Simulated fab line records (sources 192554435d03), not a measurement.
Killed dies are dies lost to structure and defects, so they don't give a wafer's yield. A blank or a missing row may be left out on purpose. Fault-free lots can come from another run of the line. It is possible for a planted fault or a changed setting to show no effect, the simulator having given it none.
fab line records	flow n5-finfet
[record] lots = 6	wafers = 18	last-day = 19
route steps=1938 shown BEOL_M1@788 PASSIVATION@1936
lots untouched by any fault: they come from a run of this same line in which no faults occurred
start-h: start of the lot's first displayed wafer, in hours after the record's first day	wait-h: how many hours have passed since the lot's step before this one	" repeats the value in the row above	L1.1+2: one row covering several wafers at once	- no value, or no start given	* or withheld: withheld	< > ~ a bound
route shown NAME@n: names a module that has steps shown in the file, with the first one's number in the route	usual: average and standard deviation across the fault-free wafers	same: alike in all rows	chamber/n: place in a boat	sites: each site's reading	_std_site: how widely they spread, as a standard deviation	_edge_site: the outer-site mean with the inner-site mean subtracted	radius-mm: for every site, how far away it sits from the centre of the wafer	mask NAME#n: copy n	behind: tool/chamber where the wafer was last shaped	hold: cause of the lot's hold/its duration in hours/its outcome	device: the n, p or np transistor that did not switch	end of line: at the end of the route, the tests of the same wafers	where a step has no rows: the recipe by itself	killed: not the wafer's yield, but the dies lost to structure and defects at the first sort	map: per-die view of a wafer (x killed, . not killed, _ where there is no die)
set.NAME: the run value of the setting; set.NAME@STEP: its run value at that earlier step	model.NAME: the simulator's own value behind a step, which no gauge read
certain route steps with their lots: each step a table, each wafer a row
services: from which hour (start-h, from the record's first day; less than 0 if before it) a tool's chamber was out of use, for how many hours, and why
[[steps]]
[step N5_BEOL_M1_INSPECT_30]
[recipe] mode = adi	inspect-instrument = brightfield
[usual] raw-defect-count = 407/88
lot.wafer	tool	chamber	start-h	wait-h	raw-defect-count
L617.1	defect-inspect-01	-	130.74	0.1	351
L617.3	"	-	"	"	329
L617.4	"	-	"	"	352
L618.2	defect-inspect-02	-	140.72	0.0	427
L618.3	"	-	"	"	427
L618.4	"	-	"	"	357
L630.4	defect-inspect-02	-	231.28	0.0	318
L630.5	"	-	"	"	440
L630.6	"	-	"	"	367
L631.1	defect-inspect-02	-	234.76	0.1	527
L631.2	"	-	"	"	245
L631.5	"	-	"	"	401
L636.1	defect-inspect-02	-	260.97	0.1	396
L636.5	"	-	"	"	379
L636.6	"	-	"	"	391
L637.2	defect-inspect-01	-	261.46	0.0	344
L637.4	"	-	"	"	427
L637.5	"	-	"	"	448
[step N5_BEOL_M1_DESCUM_33]
[recipe] chemistry = O2	time-s = 7	source-power-w = 50	bias-power-w = 20	pressure-mtorr = 20	rf-frequency-hz = 2.712e+07	temp-c = 40	resist = CAR-EUV	o2-flow-sccm = 225
[step N5_BEOL_M1_ETCH_77]
[recipe] chemistry = N2/H2	target = underlayer	target-depth-a = 65	mask-material = CAR-EUV	time-s = 5.2	ion-energy-ev = 200	pressure-mtorr = 30	source-w = 840	bias-w = 150	n2-flow-sccm = 200	h2-flow-sccm = 200	ends = cleared
[step N5_BEOL_M1_ETCH_69]
[recipe] chemistry = CF4	target = SiARC	target-depth-a = 156	mask-material = CAR-EUV	time-s = 26	ion-energy-ev = 80	pressure-mtorr = 40	source-w = 545	bias-w = 36	Ar_flow_sccm = 100	cf4-flow-sccm = 100	ends = cleared
[step N5_BEOL_M1_ALD_98]
[recipe] material = SiO2	target-thk-a = 25	temp-c = 100	ald-precursor-family = BDEAS	ald-co-reactant = O2-plasma	pulse-time-s = 1	co-reactant-pulse-time-s = 1	purge-time-s = 2	co-reactant-purge-time-s = 2	ald-cycles = 17	pressure-torr = 2
[step N5_BEOL_M1_ETCHBACK_99]
[recipe] chemistry = CHF3	target = SiO2	target-depth-a = 50	time-s = 10.4	source-w = 215	bias-w = 47	Ar_flow_sccm = 200	CHF3_flow_sccm = 12	ion-energy-ev = 100	pressure-mtorr = 30
[step N5_BEOL_M1_ETCH_70]
[recipe] chemistry = N2/H2	target = SOC	target-depth-a = 800	overetch-a = 160	mask-material = SiARC	temp-c = 40	time-s = 120	ion-energy-ev = 200	pressure-mtorr = 30	source-w = 840	bias-w = 150	n2-flow-sccm = 200	h2-flow-sccm = 200
[step N5_BEOL_M1_STRIP_71]
[recipe] chemistry = N2/H2	temp-c = 40	n2-flow-sccm = 200	h2-flow-sccm = 200	rf-frequency-hz = 6e+07
[step N5_BEOL_M1_STRIP_78]
[recipe] chemistry = N2/H2	temp-c = 40	n2-flow-sccm = 200	h2-flow-sccm = 200	rf-frequency-hz = 6e+07
[step N5_BEOL_M1_VIA_ETCH_34]
[recipe] chemistry = C4F6/O2	target-depth-a = 678	mask-material = SOC	pressure-mtorr = 15	ion-energy-ev = 250	taper-deg = 4	time-s = 64.4	source-w = 350	bias-w = 170	Ar_flow_sccm = 300	C4F6_flow_sccm = 10	O2_flow_sccm = 10
[step N5_BEOL_M1_STRIP_83]
[recipe] chemistry = C4F6/O2	resist = SiARC	rf-frequency-hz = 6e+07
[step N5_BEOL_M1_STRIP_36]
[recipe] chemistry = N2/H2	power-w = 450	temp-c = 40	pressure-mtorr = 20	rf-frequency-hz = 6e+07	overash-fraction = 0.3	bias-power-w = 7	h2-frac = 0.5	n2-flow-sccm = 200	h2-flow-sccm = 200
[step N5_BEOL_M1_TRENCH_ETCH_37]
[recipe] chemistry = C4F6/O2	target-depth-a = 552.07	target = SiOC	time-s = 29	ion-energy-ev = 250	pressure-mtorr = 30	source-w = 355	bias-w = 185	Ar_flow_sccm = 300	C4F6_flow_sccm = 10	O2_flow_sccm = 10
[usual] drypump-motor-current-A = 5.8/0.5	mfc-ar-sccm = 300.0/0.9	oes_ar_750_au = 0.81/0.09	oes-product-au = 0.81/0.094	rf-fwd-power-W = 350.4/1.6	rf-vpp-V = 659/10	showerhead-plenum-p-Torr = 2.85/0.078	throttle-valve-pct = 20.8/0.32
lot.wafer	tool	chamber	start-h	wait-h	drypump-motor-current-A	mfc-ar-sccm	oes_ar_750_au	oes-product-au	rf-fwd-power-W	rf-hours-counter-h	rf-vpp-V	showerhead-plenum-p-Torr	throttle-valve-pct
L617.1	rie-diel-01	1	131.97	-	5.8	298.8	0.95	0.93	352.8	17	650	3.01	20.2
L617.3	"	2	"	"	5.7	300.4	0.89	0.88	348.6	23	668	2.90	20.7
L617.4	"	0	"	"	6.4	298.8	0.83	0.84	350.2	87	655	2.86	20.5
L618.2	rie-diel-03	3	143.99	-	6.7	301.2	0.95	0.95	350.7	8	655	2.93	20.7
L618.3	"	0	"	"	4.9	301.2	0.81	0.79	353.5	125	665	2.86	20.6
L618.4	"	2	"	"	5.8	299.7	0.76	0.75	354.6	-	653	2.87	20.7
L630.4	rie-diel-01	1	232.21	-	5.7	300.1	0.88	0.88	351.0	51	649	2.99	20.3
L630.5	"	3	"	"	5.4	299.0	0.94	0.93	351.2	-	680	2.81	20.5
L630.6	"	0	"	"	6.5	299.8	0.80	0.79	348.8	-	654	2.84	20.5
L631.1	rie-diel-01	0	235.97	-	6.4	299.7	0.80	0.79	350.5	122	654	2.84	20.5
L631.2	"	1	"	"	5.8	298.9	0.88	0.88	349.5	53	649	2.99	20.2
L631.5	"	1	"	"	5.8	299.0	0.88	0.87	350.7	-	646	2.99	20.2
L636.1	rie-diel-02	0	261.93	-	5.6	301.3	0.88	0.89	347.3	36	652	2.79	20.8
L636.5	"	0	"	"	5.6	299.7	0.88	0.90	347.1	-	651	2.79	20.8
L636.6	"	2	"	"	6.4	302.3	0.90	0.92	352.3	-	660	2.79	20.9
L637.2	rie-diel-03	1	264.47	-	6.0	299.5	0.71	0.70	350.5	199	651	2.93	21.3
L637.4	"	3	"	"	6.6	300.2	0.87	0.87	350.9	49	656	2.91	20.7
L637.5	"	3	"	"	6.6	299.0	0.87	0.87	350.0	-	655	2.91	20.7
[step N5_BEOL_M1_ETCH_41]
[recipe] chemistry = CH3F/O2	target = SiCN	target-depth-a = 319	taper-deg = 2	time-s = 57.8	ion-energy-ev = 120	mask-material = TiN	pressure-mtorr = 30	source-w = 395	bias-w = 75	Ar_flow_sccm = 150	CH3F_flow_sccm = 30	O2_flow_sccm = 20
[step N5_BEOL_M1_STRIP_97]
[recipe] chemistry = N2/H2	time-s = 10	power-w = 450	temp-c = 40	pressure-mtorr = 20	rf-frequency-hz = 6e+07	bias-power-w = 7	n2-flow-sccm = 200	h2-flow-sccm = 200
[step N5_BEOL_M1_OCD_MEAS_38]
[usual] trench-depth-nm = 55.4/1.1
lot.wafer	tool	chamber	start-h	wait-h	trench-depth-nm
L617.1	ocd-01	-	132.12	-	56.7
L617.3	"	-	"	"	55.4
L617.4	"	-	"	"	54.9
L618.2	ocd-01	-	144.15	-	57.0
L618.3	"	-	"	"	54.9
L618.4	"	-	"	"	54.8
L630.4	ocd-01	-	232.37	-	56.6
L630.5	"	-	"	"	56.8
L630.6	"	-	"	"	54.1
L631.1	ocd-01	-	236.12	-	54.2
L631.2	"	-	"	"	56.0
L631.5	"	-	"	"	56.5
L636.1	ocd-02	-	262.08	-	56.6
L636.5	"	-	"	"	57.6
L636.6	"	-	"	"	55.5
L637.2	ocd-02	-	264.63	-	54.2
L637.4	"	-	"	"	56.4
L637.5	"	-	"	"	56.6
[step N5_BEOL_M1_HM_STRIP_39]
[recipe] chemistry = peroxide-tin-strip	material = TiN	target-depth-a = 250	temp-c = 50	time-s = 158
[step N5_BEOL_M1_SRD_40]
[recipe] time-s = 30	temp-c = 23	rinse-liquid = diw	dry = ipa-marangoni
[step N5_BEOL_M1_PRECLEAN_42]
[recipe] chemistry = residue-remover	time-s = 60	temp-c = 40
[step N5_BEOL_M1_SRD_43]
[recipe] time-s = 30	temp-c = 23	rinse-liquid = diw	dry = ipa-marangoni
[step N5_BEOL_M1_CD_MEAS_35]
[recipe] target-cd-nm = 18	target-cd-y-nm = 21	polarity = opening
[usual] cd-nm = 17.9/0.37
lot.wafer	tool	chamber	start-h	wait-h	cd-nm
L617.1	cd-sem-01	-	132.28	0.0	18.0
L617.3	"	-	"	"	18.0
L617.4	"	-	"	"	18.0
L618.2	cd-sem-01	-	144.30	0.0	18.2
L618.3	"	-	"	"	17.4
L618.4	"	-	"	"	17.8
L630.4	cd-sem-03	-	232.53	0.0	18.3
L630.5	"	-	"	"	17.8
L630.6	"	-	"	"	18.0
L631.1	cd-sem-02	-	236.27	0.0	17.7
L631.2	"	-	"	"	18.1
L631.5	"	-	"	"	18.8
L636.1	cd-sem-01	-	262.24	0.0	18.2
L636.5	"	-	"	"	17.9
L636.6	"	-	"	"	18.1
L637.2	cd-sem-02	-	264.78	0.0	17.7
L637.4	"	-	"	"	18.0
L637.5	"	-	"	"	17.9
[step N5_BEOL_M1_DEGAS_44]
[recipe] ambient = vacuum	temp-c = 250	time-s = 60
[step N5_BEOL_M1_PRE_CLEAN_45]
[recipe] gas = H2/He	time-s = 30	temp-c = 250
[step N5_BEOL_M1_ALD_84]
[recipe] material = TaN	target-thk-a = *	temp-c = 275	ald-precursor-family = PDMAT	ald-co-reactant = NH3	pressure-torr = 3	carrier-flow-sccm = 1500	pulse-time-s = 2	purge-time-s = 3	co-reactant-purge-time-s = 2	co-reactant-pulse-time-s = 3	ald-cycles = 30	precursor-vessel-temp-c = 75	precursor-vessel-pressure-torr = 26.25	precursor-vessel-carrier-sccm = 1000
[usual] heater-power-w = 420/37
[same] purge-time-s = 3
lot.wafer	tool	chamber	start-h	wait-h	heater-power-w	since-wet-clean-h
L617.1	ald-metal-04	1	132.69	0.0	446	2872
L617.3	"	3	"	"	387	2872
L617.4	"	2	"	"	431	2872
L618.2	ald-metal-03	3	144.74	0.1	405	1346
L618.3	"	2	"	"	438	-
L618.4	"	3	"	"	414	-
L630.4	ald-metal-04	3	232.83	0.0	374	2973
L630.5	"	3	"	"	387	-
L630.6	"	2	"	"	421	-
L631.1	ald-metal-03	0	236.42	0.0	390	1438
L631.2	"	2	"	"	427	1438
L631.5	"	3	"	"	412	-
L636.1	ald-metal-04	3	262.70	0.3	380	3002
L636.5	"	0	"	"	413	-
L636.6	"	1	"	"	456	-
L637.2	ald-metal-04	2	265.31	0.1	433	3005
L637.4	"	0	"	"	423	3005
L637.5	"	2	"	"	432	-
[step N5_BEOL_M1_SURFACE_TREAT_85]
[recipe] gas = Ar	time-s = *	ion-energy-ev = *	ion-current-ma-cm2 = 0.5	pressure-mtorr = *	ar-flow-sccm = 30
[usual] pressure-mtorr = *	throttle-valve-pct = *
lot.wafer	tool	chamber	start-h	wait-h	pressure-mtorr	throttle-valve-pct
L617.1	pvd-sputter-03	-	132.94	0.1	*	*
L617.3	"	-	"	"	*	*
L617.4	"	-	"	"	*	*
L618.2	pvd-sputter-01	-	145.08	0.2	*	*
L618.3	"	-	"	"	*	*
L618.4	"	-	"	"	*	*
L630.4	pvd-sputter-02	-	233.15	0.2	*	*
L630.5	"	-	"	"	*	*
L630.6	"	-	"	"	*	*
L631.1	pvd-sputter-03	-	236.64	0.1	*	*
L631.2	"	-	"	"	*	*
L631.5	"	-	"	"	*	*
L636.1	pvd-sputter-01	-	263.53	0.7	*	*
L636.5	"	-	"	"	*	*
L636.6	"	-	"	"	*	*
L637.2	pvd-sputter-03	-	265.65	0.2	*	*
L637.4	"	-	"	"	*	*
L637.5	"	-	"	"	*	*
[step N5_BEOL_M1_CVD_47]
[recipe] material = Co	target-thk-a = 30	temp-c = withheld	precursor = CCTBA/H2	pressure-torr = 30	time-s = 223.8
[step N5_BEOL_M1_SPUTTER_48]
[recipe] material = Cu	target-thk-a = 45	temp-c = -20	chamber-pressure-pa = 0.07	power-w = withheld	time-s = 8.29
[usual] throttle-valve-pct = 30.5/1.1
lot.wafer	tool	chamber	start-h	wait-h	throttle-valve-pct
L617.1	pvd-sputter-01	-	133.16	0.1	31.4
L617.3	"	-	"	"	31.3
L617.4	"	-	"	"	29.8
L618.2	pvd-sputter-03	-	145.42	0.2	29.6
L618.3	"	-	"	"	31.2
L618.4	"	-	"	"	33.1
L630.4	pvd-sputter-01	-	233.52	0.2	29.7
L630.5	"	-	"	"	31.0
L630.6	"	-	"	"	30.0
L631.1	pvd-sputter-01	-	236.87	0.1	30.9
L631.2	"	-	"	"	31.3
L631.5	"	-	"	"	31.3
L636.1	pvd-sputter-01	-	263.83	0.2	29.9
L636.5	"	-	"	"	29.8
L636.6	"	-	"	"	30.9
L637.2	pvd-sputter-01	-	266.21	0.3	30.9
L637.4	"	-	"	"	30.1
L637.5	"	-	"	"	31.2
[step N5_BEOL_M1_ANNEAL_49]
[recipe] temp-c = 400	time-s = 240	ambient = vacuum
[step N5_BEOL_M1_SPUTTER_79]
[recipe] material = Cu	target-thk-a = 45	temp-c = -20	chamber-pressure-pa = 0.07	power-w = withheld	time-s = 8.29
[step N5_BEOL_M1_ANNEAL_80]
[recipe] temp-c = 400	time-s = 240	ambient = vacuum
[step N5_BEOL_M1_SPUTTER_81]
[recipe] material = Cu	target-thk-a = 45	temp-c = -20	chamber-pressure-pa = 0.07	power-w = withheld	time-s = 8.29
[step N5_BEOL_M1_ANNEAL_82]
[recipe] temp-c = 400	time-s = 240	ambient = vacuum
[step N5_BEOL_M1_SPUTTER_86]
[recipe] material = Cu	target-thk-a = 45	temp-c = -20	chamber-pressure-pa = 0.07	power-w = withheld	time-s = 8.29
[step N5_BEOL_M1_ANNEAL_87]
[recipe] temp-c = 400	time-s = 240	ambient = vacuum
[step N5_BEOL_M1_SPUTTER_88]
[recipe] material = Cu	target-thk-a = 45	temp-c = -20	chamber-pressure-pa = 0.07	power-w = withheld	time-s = 8.29
[step N5_BEOL_M1_ANNEAL_89]
[recipe] temp-c = 400	time-s = 240	ambient = vacuum
[step N5_BEOL_M1_SPUTTER_90]
[recipe] material = Cu	target-thk-a = 45	temp-c = -20	chamber-pressure-pa = 0.07	power-w = withheld	time-s = 8.29
[usual] throttle-valve-pct = 30.5/1.1
lot.wafer	tool	chamber	start-h	wait-h	throttle-valve-pct
L617.1	pvd-sputter-01	-	134.26	0.1	31.2
L617.3	"	-	"	"	31.4
L617.4	"	-	"	"	30.1
L618.2	pvd-sputter-03	-	146.52	0.1	29.6
L618.3	"	-	"	"	31.2
L618.4	"	-	"	"	32.9
L630.4	pvd-sputter-01	-	234.62	0.1	30.1
L630.5	"	-	"	"	31.2
L630.6	"	-	"	"	30.2
L631.1	pvd-sputter-01	-	237.97	0.1	31.0
L631.2	"	-	"	"	31.4
L631.5	"	-	"	"	31.3
L636.1	pvd-sputter-01	-	264.93	0.1	30.1
L636.5	"	-	"	"	30.2
L636.6	"	-	"	"	31.2
L637.2	pvd-sputter-01	-	267.31	0.1	31.1
L637.4	"	-	"	"	30.1
L637.5	"	-	"	"	31.4
[step N5_BEOL_M1_ANNEAL_91]
[recipe] temp-c = 400	time-s = 240	ambient = vacuum
[step N5_BEOL_M1_SPUTTER_92]
[recipe] material = Cu	target-thk-a = 45	temp-c = -20	chamber-pressure-pa = 0.07	power-w = withheld	time-s = 8.29
[step N5_BEOL_M1_ANNEAL_93]
[recipe] temp-c = 400	time-s = 240	ambient = vacuum
[usual] heater-power-w = 834/81	susceptor_temp_C_max = 401.0/0.38
lot.wafer	tool	chamber	start-h	wait-h	heater-power-w	susceptor_temp_C_max
L617.1	pvd-sputter-01	-	134.56	0.0	701	401.3
L617.3	"	-	"	"	914	401.9
L617.4	"	-	"	"	871	401.2
L618.2	pvd-sputter-03	-	146.82	0.0	731	400.4
L618.3	"	-	"	"	736	401.2
L618.4	"	-	"	"	951	400.9
L630.4	pvd-sputter-01	-	234.92	0.0	844	400.7
L630.5	"	-	"	"	932	401.9
L630.6	"	-	"	"	869	400.4
L631.1	pvd-sputter-01	-	238.27	0.0	927	401.0
L631.2	"	-	"	"	851	400.7
L631.5	"	-	"	"	683	401.0
L636.1	pvd-sputter-01	-	265.23	0.0	844	400.6
L636.5	"	-	"	"	872	401.4
L636.6	"	-	"	"	934	401.8
L637.2	pvd-sputter-01	-	267.61	0.0	886	400.7
L637.4	"	-	"	"	849	400.9
L637.5	"	-	"	"	708	400.8
[step N5_BEOL_M1_SPUTTER_94]
[recipe] material = Cu	target-thk-a = 45	temp-c = -20	chamber-pressure-pa = 0.07	power-w = withheld	time-s = 8.29
[step N5_BEOL_M1_ANNEAL_95]
[recipe] temp-c = 400	time-s = 240	ambient = vacuum
[step N5_PASSIVATION_PROBE_49]
[usual] defect-limited-yield = 91.0/1.6	killed_at_M0_to_M3 = 35/11	killed_at_M4_up = 14/5.3	killed-at-contacts = 13/6.7	killed-at-front-end = 41/12	killed-at-other = 3.9/2.7	killed-dies = 106/19	killed-open = 70/14	killed-short = 35/8.8	sort_bin_4_leakage = 0.01/0.058	sort_bin_5_function = 5.3/1	sort_bin_6_memory = 3.3/0.81	sort-n-pass = 1073/19	sort-yield-pct = 91.0/1.6
[same] gross-dies = 1180	killed-at-back-side = 0	sort_bin_8_speed[%] = 0
lot.wafer	tool	chamber	start-h	wait-h	defect-limited-yield[%]	killed_at_M0_to_M3	killed_at_M4_up	killed-at-contacts	killed-at-front-end	killed-at-other	killed-dies	killed-open	killed-short	sort_bin_4_leakage[%]	sort_bin_5_function[%]	sort_bin_6_memory[%]	sort-n-pass	sort-yield-pct[%]
L618.2	prober-01	-	308.11	1.0	87.3	56	12	25	52	5	150	106	44	0	7.7	4.7	1030	87.3
L618.3	prober-01	-	308.16	1.1	89.8	26	11	28	49	6	120	78	41	0	5.7	4.3	1060	89.8
L618.4	prober-01	-	308.21	1.1	86.4	70	16	26	45	3	160	107	53	0	6.8	6.2	1020	86.4
L630.4	prober-02	-	369.79	0.2	85.3	122	17	4	27	3	173	44	25	0	9.0	3.7	1007	85.3
L630.5	prober-02	-	369.84	0.2	82.5	139	14	14	35	4	206	63	39	0	11.3	4.6	974	82.5
L630.6	prober-02	-	369.89	0.3	85.0	105	22	9	39	2	177	73	31	0	9.4	3.6	1003	85.0
L631.1	prober-01	-	387.68	0.0	84.7	110	16	16	33	5	180	60	46	0	9.7	4.2	1000	84.7
L631.2	prober-01	-	387.73	0.1	84.8	132	8	13	22	4	179	54	21	0	10.1	3.7	1001	84.8
L631.5	prober-01	-	387.88	0.2	84.0	128	15	7	35	4	189	57	21	0.08	10.6	3.6	990	83.9
L637.2	prober-01	-	450.06	0.1	88.1	43	16	23	57	1	140	96	42	0	6.7	4.7	1040	88.1
L637.4	prober-01	-	450.16	0.2	92.5	25	4	16	42	1	88	54	34	0	4.7	2.5	1092	92.5
L637.5	prober-01	-	450.21	0.2	89.8	42	13	7	54	4	120	73	45	0	6.3	3.1	1060	89.8
// killed by level:class
L618.2 MOL_CONTACT_COAG:geometric-particle:open=22 BEOL_M0_SAQP:geometric-particle:open=15 BEOL_M1:geometric-particle:open=13 FIN_SAQP:geometric-particle:open=11 BEOL_M0_SAQP:geometric-particle:short=11 FIN_SAQP:geometric-particle:short=8 BEOL_M3:geometric-particle:open=7 DUMMY_GATE:geometric-particle:open=6
L618.3 MOL_CONTACT_COAG:geometric-particle:open=23 FIN_SAQP:geometric-particle:open=14 BEOL_M0_SAQP:geometric-particle:short=11 FIN_SAQP:geometric-particle:short=7 BEOL_M0_SAQP:geometric-particle:open=7 GATE_CUT:geometric-particle:short=6 STI_FIN_REVEAL:geometric-particle:open=5 MOL_CONTACT_COAG:geometric-particle:short=5
L618.4 BEOL_M0_SAQP:geometric-particle:short=22 MOL_CONTACT_COAG:geometric-particle:open=20 FIN_SAQP:geometric-particle:open=16 BEOL_M0_SAQP:geometric-particle:open=15 BEOL_M1:geometric-particle:open=14 FIN_SAQP:geometric-particle:short=11 BEOL_M3:geometric-particle:open=8 MOL_CONTACT_COAG:geometric-particle:short=6
L630.4 BEOL_M1:unspecified=103 BEOL_M4:geometric-particle:open=11 BEOL_M0_SAQP:geometric-particle:short=6 FIN_SAQP:geometric-particle:open=5 BEOL_M0_SAQP:geometric-particle:open=5 STI_FIN_REVEAL:geometric-particle:open=4 MOL_CONTACT_COAG:geometric-particle:open=4 BEOL_M1:geometric-particle:open=4
L630.5 BEOL_M1:unspecified=104 FIN_SAQP:geometric-particle:short=11 BEOL_M0_SAQP:geometric-particle:open=11 MOL_CONTACT_COAG:geometric-particle:open=10 BEOL_M0_SAQP:geometric-particle:short=9 FIN_SAQP:geometric-particle:open=8 STI_FIN_REVEAL:geometric-particle:open=8 BEOL_M1:geometric-particle:open=7
L630.6 BEOL_M1:unspecified=70 BEOL_M0_SAQP:geometric-particle:short=13 BEOL_M4:geometric-particle:open=12 FIN_SAQP:geometric-particle:open=11 MOL_CONTACT_COAG:geometric-particle:open=9 BEOL_M0_SAQP:geometric-particle:open=8 STI_FIN_REVEAL:geometric-particle:open=8 BEOL_M1:geometric-particle:open=6
L631.1 BEOL_M1:unspecified=72 MOL_CONTACT_COAG:geometric-particle:open=10 BEOL_M0_SAQP:geometric-particle:open=9 FIN_SAQP:geometric-particle:short=8 FIN_SAQP:geometric-particle:open=8 BEOL_M0_SAQP:geometric-particle:short=7 MOL_CONTACT_COAG:geometric-particle:short=6 BEOL_M3:geometric-particle:open=6
L631.2 BEOL_M1:unspecified=104 MOL_CONTACT_COAG:geometric-particle:open=12 BEOL_M0_SAQP:geometric-particle:short=9 STI_FIN_REVEAL:geometric-particle:open=6 BEOL_M3:geometric-particle:open=5 GATE_CUT:geometric-particle:open=4 BEOL_M0_SAQP:geometric-particle:open=4 BEOL_M1:geometric-particle:open=4
L631.5 BEOL_M1:unspecified=108 STI_FIN_REVEAL:geometric-particle:open=13 BEOL_M0_SAQP:geometric-particle:open=8 FIN_SAQP:geometric-particle:open=7 MOL_CONTACT_COAG:geometric-particle:open=7 FIN_SAQP:geometric-particle:short=5 BEOL_M2:geometric-particle:open=4 BEOL_M4:geometric-particle:open=4
L637.2 STI_FIN_REVEAL:geometric-particle:open=23 MOL_CONTACT_COAG:geometric-particle:open=18 BEOL_M0_SAQP:geometric-particle:short=14 BEOL_M0_SAQP:geometric-particle:open=12 STARTING-WAFER:geometric-particle:open=8 BEOL_M4:geometric-particle:open=7 BEOL_M2:geometric-particle:open=7 FIN_SAQP:geometric-particle:open=5
L637.4 MOL_CONTACT_COAG:geometric-particle:open=14 STI_FIN_REVEAL:geometric-particle:open=9 FIN_SAQP:geometric-particle:open=7 FIN_SAQP:geometric-particle:short=7 BEOL_M0_SAQP:geometric-particle:short=7 BEOL_M0_SAQP:geometric-particle:open=5 BEOL_M1:geometric-particle:short=4 DUMMY_GATE:geometric-particle:open=4
L637.5 STI_FIN_REVEAL:geometric-particle:open=16 BEOL_M0_SAQP:geometric-particle:short=13 BEOL_M0_SAQP:geometric-particle:open=13 FIN_SAQP:geometric-particle:short=10 GATE_CUT:geometric-particle:short=8 BEOL_M2:geometric-particle:open=7 MOL_CONTACT_COAG:geometric-particle:open=6 FIN_SAQP:geometric-particle:open=5
// map L630.5 (x killed, . not)
_________________......x.x...________________
______________.x........x....x.x_____________
___________.x....x...x...........x.__________
__________.x....................x..._________
________...x.........................._______
_______......x....x.....x.........x....______
______..x..............................._____
_____...............x.........x..........____
____........x.........x.x....x.........x..___
___.........x..x.........x.................__
___.......x..........x.................x...__
__...........x.......x.........x............_
__.x.x.........x......x.........x.....x....._
_.x.........x.x..............x...............
_.............................x..x...x.......
_.x..x...................xx...xx............x
_..........x.....x.....x......xxxx.x......x..
_x.......................x.x.xxxxxxxx........
_........................x.x.xxxxxxxx........
_....x.................x.xxxxxxxxxxxx...xxx..
_x.......................xxxxxxxxxxxxxx......
__...............x.......xxxxxxxxxxx.x......_
__..x......x..........xx.xxxxxxxxxx........._
___.................x.x....xxxxxxxx.xx.x.x.__
___..........x.......x..xx.x.xxxxxx..xx....__
____...x............x.....x.xx.xxxx.......___
_____.............x........x.x.x...xx....____
______x.....x...x..x.x......xx...x...x.._____
_______................................______
________...x..x.......x.xx.....x......_______
__________....................x..x.._________
___________.................x...xx.__________
______________.................._____________
_________________..........x.________________
// map L631.5 (x killed, . not)
_________________............________________
______________.x................_____________
___________................x.......__________
__________.x.........x.....x......x._________
________.........x.............x......_______
_______x...xx...x......x......x........______
______.................................._____
_____....................................____
____......x......................x......x.___
___.........xx.................xx..........__
___......x.....x...........x...............__
__...x..x.x........x...........x.x.x........_
__.........x.........x......xxxx.xxx........_
_..x........x........x......xxxxxxxx.x.......
_..........x............xxx.xxxxxxxxxxx.x....
_.....................x..xxxxxxxxxx.xxx..x...
_..........x..........x...xxxxxxxxxxx.x.x.xx.
_.........x...............xxxxxxxxxxxx.x.....
_.........x..............xxxxxxxxx.xxx.......
_....x..x......xx...........xxxxxxxxxxx.....x
_..xx..x...................xxxxxxxxx.........
__x...................x........x.x...x......_
__..........................x..xxx..x......x_
___................xx.............xx.......__
___..............x.........................__
____.................x....x.........x.....___
_____........x.......x...................____
______..x..........x..x......x....x....._____
_______.....x.........x........x.......______
________......................x......._______
__________..x......x................_________
___________.......x................__________
______________.................._____________
_________________......x.....________________
[[services]]
tool	chamber	start-h	hours	kind
rie-diel-03	3	108.72	-	clean
rie-diel-03	3	108.72	-	consumable-replace:focus-ring
ald-metal-03	1	133.61	13.1	repair
ald-metal-03	0	139.45	19.2	repair
rie-diel-02	2	152.47	-	clean
rie-diel-02	2	152.47	-	consumable-replace:focus-ring
rie-diel-02	2	152.47	24.3	scheduled-down
rie-diel-02	2	152.47	24.3	vent-cycle
rie-diel-03	2	170.50	10.6	repair
rie-diel-01	3	172.28	-	clean
rie-diel-01	3	172.28	-	consumable-replace:focus-ring
rie-diel-01	3	172.28	17.3	scheduled-down
rie-diel-01	3	172.28	17.3	vent-cycle
rie-diel-02	-	186.52	0.8	repair
pvd-sputter-02	-	189.66	6.6	repair
rie-diel-01	3	216.72	5.4	repair
rie-diel-02	-	226.79	14.6	pm
ald-metal-03	3	246.81	7.2	repair
[[key]]
[first-sign] step = N5_PASSIVATION_PROBE_49	reading = killed_at_M0_to_M3	direction = up	sigmas = 7.7	usual = 35	struck = 123
[effect] step = N5_PASSIVATION_PROBE_49	reading = killed-dies	direction = up	sigmas = 4	usual = 106	struck = 184
[more-kills-born-at] N5_BEOL_M1_TRENCH_ETCH_37@rie-diel-01 = 561
met-at N5_BEOL_M1_TRENCH_ETCH_37
struck-wafers L630.4,L630.5,L630.6,L631.1,L631.2,L631.5
onset-between 131.97 232.21
[fault] kind = chamber-particle-source	tool = rie-diel-01	chamber = -	onset-h = 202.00	steps = N5_BEOL_M1_TRENCH_ETCH_37	rate-per-visit-cm2 = 0.50583	end-h = 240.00
